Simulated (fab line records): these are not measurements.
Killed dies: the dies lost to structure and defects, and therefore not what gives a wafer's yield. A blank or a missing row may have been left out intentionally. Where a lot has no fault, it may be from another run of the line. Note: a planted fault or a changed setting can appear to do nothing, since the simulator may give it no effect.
Which tool was responsible?    flow n5_finfet    Sampling: 24 lots, 72 wafers, 6 of 1938 route steps

WHAT THE GAUGES SHOWED, per wafer
N5_BEOL_M3_CD_MEAS_35: target cd 18 nm, target cd y 21 nm.
lot   measured      on         cd_nm (nm)
L074  day 7 03:17   cd_sem-02  18.5 18.1 18.4
L075  day 7 08:29   cd_sem-02  18.0 18.3 18.2
L076  day 7 13:39   cd_sem-03  17.9 17.5 17.9
L077  day 7 20:05   cd_sem-02  18.2 18.1 17.9
L078  day 8 00:10   cd_sem-02  17.5 18.1 17.9
L079  day 8 05:08   cd_sem-02  18.1 18.3 18.3
L080  day 8 19:39   cd_sem-01  17.9 18.1 17.8
L081  day 8 23:33   cd_sem-02  18.1 17.8 17.9
L082  day 9 17:15   cd_sem-03  17.7 17.9 18.3
L083  day 9 21:50   cd_sem-01  18.0 18.1 18.5
L084  day 9 23:43   cd_sem-02  18.2 18.2 18.5
L085  day 10 14:25  cd_sem-02  17.7 17.7 17.8
L086  day 10 14:33  cd_sem-03  17.8 17.7 17.6
L087  day 11 01:55  cd_sem-03  18.0 17.9 18.0
L088  day 11 05:17  cd_sem-03  18.4 18.3 17.8
L089  day 11 10:09  cd_sem-03  18.0 18.4 18.3
L090  day 11 12:05  cd_sem-03  18.1 17.8 18.5
L092  day 11 21:35  cd_sem-01  17.8 17.9 18.3
L091  day 12 02:45  cd_sem-03  18.1 18.4 18.5
L093  day 12 09:38  cd_sem-02  18.1 18.1 18.1
L094  day 12 09:47  cd_sem-01  18.0 17.4 18.3
L095  day 12 15:16  cd_sem-02  18.3 18.2 18.1
L097  day 13 21:11  cd_sem-02  18.0 18.2 17.9
L096  day 13 17:57  cd_sem-01  18.3 17.3 18.0

N5_BEOL_M4_CD_MEAS_11: the cd target is 16.79 nm.
lot   measured      on         cd_nm (nm)
L074  day 7 09:44   cd_sem-01  16.82 16.87 16.88
L075  day 7 13:40   cd_sem-01  17.17 16.56 16.67
L076  day 7 19:14   cd_sem-03  16.91 16.66 16.66
L077  day 8 01:47   cd_sem-03  17.14 16.99 16.85
L078  day 8 06:18   cd_sem-03  16.89 16.86 16.72
L079  day 8 12:25   cd_sem-03  16.92 16.56 16.42
L080  day 9 00:13   cd_sem-02  16.79 16.86 16.88
L081  day 9 07:36   cd_sem-02  16.84 17.01 16.67
L082  day 10 00:19  cd_sem-03  16.99 17.04 17.37
L083  day 10 05:08  cd_sem-03  16.76 16.55 16.87
L084  day 10 06:52  cd_sem-02  17.17 16.97 16.69
L085  day 10 18:48  cd_sem-01  16.54 16.67 16.57
L086  day 11 05:29  cd_sem-02  16.82 17.04 16.52
L087  day 11 08:15  cd_sem-02  16.86 16.60 16.56
L088  day 11 13:04  cd_sem-01  16.72 16.74 16.93
L089  day 11 16:15  cd_sem-01  16.83 17.07 16.93
L090  day 11 17:02  cd_sem-02  16.67 17.00 17.00
L092  day 12 03:28  cd_sem-02  17.00 16.84 16.68
L091  day 12 10:05  cd_sem-03  16.80 16.68 16.47
L093  day 12 15:22  cd_sem-03  16.86 16.68 16.81
L094  day 12 17:02  cd_sem-03  16.89 16.91 16.85
L095  day 12 20:47  cd_sem-03  16.78 16.65 16.84
L097  day 14 01:53  cd_sem-03  16.82 16.47 16.95
L096  day 13 23:18  cd_sem-03  16.55 16.88 16.95

EACH LOT AND THE TOOL THAT RAN IT (in order: tool; ch and the chambers of the sampled wafers; start)
lot   N5_BEOL_M3_DESCUM_33                N5_BEOL_M3_SPUTTER_79         N5_BEOL_M3_SPUTTER_86         N5_BEOL_M3_DEP_57
L074  rie_diel-03 ch 0,1,3, day 7 01:08   pvd_sputter-02, day 7 06:16   pvd_sputter-02, day 7 06:42   pecvd-02 ch 0,1, day 7 08:55
L075  rie_diel-04 ch 0,2,3, day 7 04:55   pvd_sputter-01, day 7 09:53   pvd_sputter-01, day 7 10:20   pecvd-01 ch 0,1,2, day 7 12:25
L076  rie_diel-05 ch 0,2,3, day 7 09:28   pvd_sputter-02, day 7 15:08   pvd_sputter-02, day 7 15:34   pecvd-04 ch 0,1,2, day 7 17:39
L077  rie_diel-04 ch 0,1, day 7 14:41     pvd_sputter-03, day 7 21:55   pvd_sputter-03, day 7 22:22   pecvd-01 ch 1,2, day 8 00:40
L078  rie_diel-03 ch 0,3, day 7 21:10     pvd_sputter-02, day 8 02:15   pvd_sputter-02, day 8 02:41   pecvd-04 ch 0,2, day 8 05:02
L079  rie_diel-04 ch 0,2,3, day 8 03:02   pvd_sputter-03, day 8 08:11   pvd_sputter-03, day 8 08:38   pecvd-02 ch 1,2, day 8 10:49
L080  rie_diel-04 ch 0,2,3, day 8 11:55   pvd_sputter-03, day 8 20:55   pvd_sputter-03, day 8 21:21   pecvd-04 ch 0,1, day 8 23:26
L081  rie_diel-03 ch 0,1,2, day 8 21:26   pvd_sputter-02, day 9 00:28   pvd_sputter-02, day 9 00:55   pecvd-02 ch 0,2, day 9 03:04
L082  rie_diel-04 ch 1,2,3, day 9 01:36   pvd_sputter-03, day 9 20:21   pvd_sputter-03, day 9 20:47   pecvd-02 ch 1,2, day 9 22:54
L083  rie_diel-03 ch 0,2,3, day 9 09:02   pvd_sputter-02, day 9 23:09   pvd_sputter-02, day 10 00:35  pecvd-02 ch 0,1,2, day 10 02:49
L084  rie_diel-05 ch 0,2,3, day 9 14:36   pvd_sputter-03, day 10 01:23  pvd_sputter-03, day 10 01:50  pecvd-01 ch 1,2, day 10 05:01
L085  rie_diel-03 ch 0,1,3, day 10 08:47  pvd_sputter-03, day 10 15:34  pvd_sputter-03, day 10 16:00  pecvd-02 ch 1,2, day 10 18:07
L086  rie_diel-04 ch 0,1, day 10 09:54    pvd_sputter-01, day 11 01:29  pvd_sputter-01, day 11 01:56  pecvd-04 ch 0,1, day 11 04:04
L087  rie_diel-05 ch 0,3, day 10 15:40    pvd_sputter-02, day 11 02:53  pvd_sputter-02, day 11 03:19  pecvd-04 ch 0,2, day 11 05:24
L088  rie_diel-05 ch 1,2,3, day 10 19:11  pvd_sputter-01, day 11 08:31  pvd_sputter-01, day 11 08:57  pecvd-02 ch 0,2, day 11 11:37
L089  rie_diel-05 ch 1,2, day 11 06:23    pvd_sputter-02, day 11 11:48  pvd_sputter-02, day 11 12:14  pecvd-01 ch 1,2, day 11 14:19
L090  rie_diel-03 ch 0,2,3, day 11 09:29  pvd_sputter-01, day 11 13:47  pvd_sputter-01, day 11 14:14  pecvd-04 ch 0,2, day 11 16:20
L092  rie_diel-05 ch 1,3, day 11 17:02    pvd_sputter-01, day 11 22:52  pvd_sputter-01, day 11 23:18  pecvd-02 ch 0,2, day 12 01:24
L091  rie_diel-04 ch 0,1,3, day 11 17:37  pvd_sputter-01, day 12 04:13  pvd_sputter-01, day 12 04:40  pecvd-04 ch 0,1, day 12 06:46
L093  rie_diel-05 ch 1,3, day 11 22:47    pvd_sputter-03, day 12 10:50  pvd_sputter-03, day 12 11:17  pecvd-04 ch 0,1,2, day 12 13:22
L094  rie_diel-04 ch 1,2, day 12 04:14    pvd_sputter-03, day 12 12:41  pvd_sputter-03, day 12 13:07  pecvd-04 ch 0,1,2, day 12 15:12
L095  rie_diel-05 ch 0,1,3, day 12 08:50  pvd_sputter-02, day 12 17:10  pvd_sputter-02, day 12 17:36  pecvd-01 ch 0,1, day 12 19:41
L097  rie_diel-05 ch 0,1, day 13 02:37    pvd_sputter-03, day 13 22:23  pvd_sputter-03, day 13 22:49  pecvd-02 ch 0,2, day 14 00:54
L096  rie_diel-05 ch 1,2, day 13 04:24    pvd_sputter-03, day 13 19:25  pvd_sputter-03, day 13 19:51  pecvd-04 ch 0,1,2, day 13 21:56
- N5_BEOL_M3_DESCUM_33: chemistry O2, time 7 s.
- N5_BEOL_M3_SPUTTER_79: material Cu, target thk 4.5 nm, time 8.29 s.
- N5_BEOL_M3_SPUTTER_86: material Cu, target thk 4.5 nm, time 8.29 s.
- N5_BEOL_M3_DEP_57: deposits SiCN from 3MS/NH3, target thk 8 nm, time 14 s.

WHAT THE TOOLS THEMSELVES READ (means of the sampled wafers that have a number; where no wafer has one, the mark that the record gives instead)
N5_BEOL_M3_DESCUM_33.
lot   tool         drypump_motor_current_A (A)  oes_product_au (a.u.)  rf_vpp_V (V)  showerhead_plenum_p_Torr (Torr)  throttle_valve_pct (%)
L074  rie_diel-03  6.0                          0.79                   242.4         2.07                             20.40
L075  rie_diel-04  6.2                          0.77                   243.2         2.13                             20.35
L076  rie_diel-05  5.5                          0.81                   244.3         2.16                             20.55
L077  rie_diel-04  5.9                          0.80                   243.5         2.14                             20.50
L078  rie_diel-03  6.1                          0.72                   243.8         2.07                             20.44
L079  rie_diel-04  6.2                          0.77                   243.4         2.13                             20.35
L080  rie_diel-04  6.1                          0.77                   243.5         2.13                             20.36
L081  rie_diel-03  6.0                          0.78                   242.9         2.07                             20.34
L082  rie_diel-04  6.3                          0.74                   242.8         2.09                             20.47
L083  rie_diel-03  5.8                          0.72                   242.7         2.07                             20.41
L084  rie_diel-05  5.6                          0.79                   244.3         2.16                             20.56
L085  rie_diel-03  6.0                          0.76                   242.9         2.06                             20.44
L086  rie_diel-04  5.7                          0.81                   244.2         2.18                             20.42
L087  rie_diel-05  5.4                          0.81                   244.1         2.13                             20.57
L088  rie_diel-05  5.8                          0.76                   244.6         2.17                             20.54
L089  rie_diel-05  5.7                          0.72                   244.6         2.16                             20.62
L090  rie_diel-03  5.8                          0.71                   243.1         2.07                             20.44
L092  rie_diel-05  5.8                          0.75                   244.4         2.18                             20.50
L091  rie_diel-04  6.0                          0.75                   242.5         2.13                             20.47
L093  rie_diel-05  5.8                          0.75                   244.9         2.18                             20.50
L094  rie_diel-04  6.4                          0.72                   242.8         2.08                             20.49
L095  rie_diel-05  5.6                          0.77                   244.1         2.16                             20.55
L097  rie_diel-05  5.6                          0.73                   243.5         2.15                             20.59
L096  rie_diel-05  5.8                          0.71                   244.2         2.16                             20.60

N5_BEOL_M3_SPUTTER_79.
lot   tool            throttle_valve_pct (%)
L074  pvd_sputter-02  29.1
L075  pvd_sputter-01  29.9
L076  pvd_sputter-02  29.6
L077  pvd_sputter-03  30.4
L078  pvd_sputter-02  28.5
L079  pvd_sputter-03  29.7
L080  pvd_sputter-03  30.2
L081  pvd_sputter-02  29.9
L082  pvd_sputter-03  30.3
L083  pvd_sputter-02  29.4
L084  pvd_sputter-03  30.5
L085  pvd_sputter-03  29.6
L086  pvd_sputter-01  30.0
L087  pvd_sputter-02  29.1
L088  pvd_sputter-01  29.4
L089  pvd_sputter-02  29.5
L090  pvd_sputter-01  29.3
L092  pvd_sputter-01  29.6
L091  pvd_sputter-01  29.4
L093  pvd_sputter-03  29.5
L094  pvd_sputter-03  30.2
L095  pvd_sputter-02  29.1
L097  pvd_sputter-03  29.8
L096  pvd_sputter-03  30.5

N5_BEOL_M3_SPUTTER_86.
lot   tool            throttle_valve_pct (%)
L074  pvd_sputter-02  29.3
L075  pvd_sputter-01  30.0
L076  pvd_sputter-02  29.5
L077  pvd_sputter-03  30.2
L078  pvd_sputter-02  28.4
L079  pvd_sputter-03  29.7
L080  pvd_sputter-03  30.3
L081  pvd_sputter-02  29.7
L082  pvd_sputter-03  30.3
L083  pvd_sputter-02  29.6
L084  pvd_sputter-03  30.3
L085  pvd_sputter-03  29.5
L086  pvd_sputter-01  30.1
L087  pvd_sputter-02  29.3
L088  pvd_sputter-01  29.3
L089  pvd_sputter-02  29.3
L090  pvd_sputter-01  29.4
L092  pvd_sputter-01  29.6
L091  pvd_sputter-01  29.5
L093  pvd_sputter-03  29.5
L094  pvd_sputter-03  30.3
L095  pvd_sputter-02  29.2
L097  pvd_sputter-03  29.6
L096  pvd_sputter-03  30.4

N5_BEOL_M3_DEP_57.
lot   tool      showerhead_plenum_p_Torr (Torr)  throttle_valve_pct (%)
L074  pecvd-02  3.657                            8.7
L075  pecvd-01  3.645                            9.7
L076  pecvd-04  3.664                            8.9
L077  pecvd-01  3.654                            9.5
L078  pecvd-04  3.678                            9.3
L079  pecvd-02  3.657                            8.9
L080  pecvd-04  3.659                            9.6
L081  pecvd-02  3.667                            8.8
L082  pecvd-02  3.657                            9.0
L083  pecvd-02  3.665                            9.0
L084  pecvd-01  3.648                            9.1
L085  pecvd-02  3.659                            9.1
L086  pecvd-04  3.662                            9.6
L087  pecvd-04  3.683                            9.0
L088  pecvd-02  3.665                            8.8
L089  pecvd-01  3.649                            9.5
L090  pecvd-04  3.675                            9.6
L092  pecvd-02  3.663                            9.0
L091  pecvd-04  3.667                            9.8
L093  pecvd-04  3.660                            9.1
L094  pecvd-04  3.666                            9.1
L095  pecvd-01  3.643                            10.1
L097  pecvd-02  3.660                            9.3
L096  pecvd-04  3.663                            9.1

THE ANSWER, worked out from the rows above alone
Rule: what is usual is taken from the lots themselves. The widest of any qualifying gaps counts: lots, ordered by their means at a reading, are off when they make up no more than a third of the lots, leave a main group of 4 or more, and stand apart from it by 3 or more times the standard deviation of that group's means. If all means in a main group match to the digits the tables above print for the reading, that group is not used. Also off: a lot with no number at a reading for which 4 or more lots have one. The other lots that the step has rows for count as sound. The gauges are gone through in route order, then the tools' own readings, and for those a lot's mean is taken as printed above. The first step at which some lot is off is used, and at that step the reading that is off furthest; a lot without a number counts as furthest.
No lot is off on any of the readings shown, so nothing can be concluded from this.

WHAT WAS PUT IN BY THE SIMULATOR
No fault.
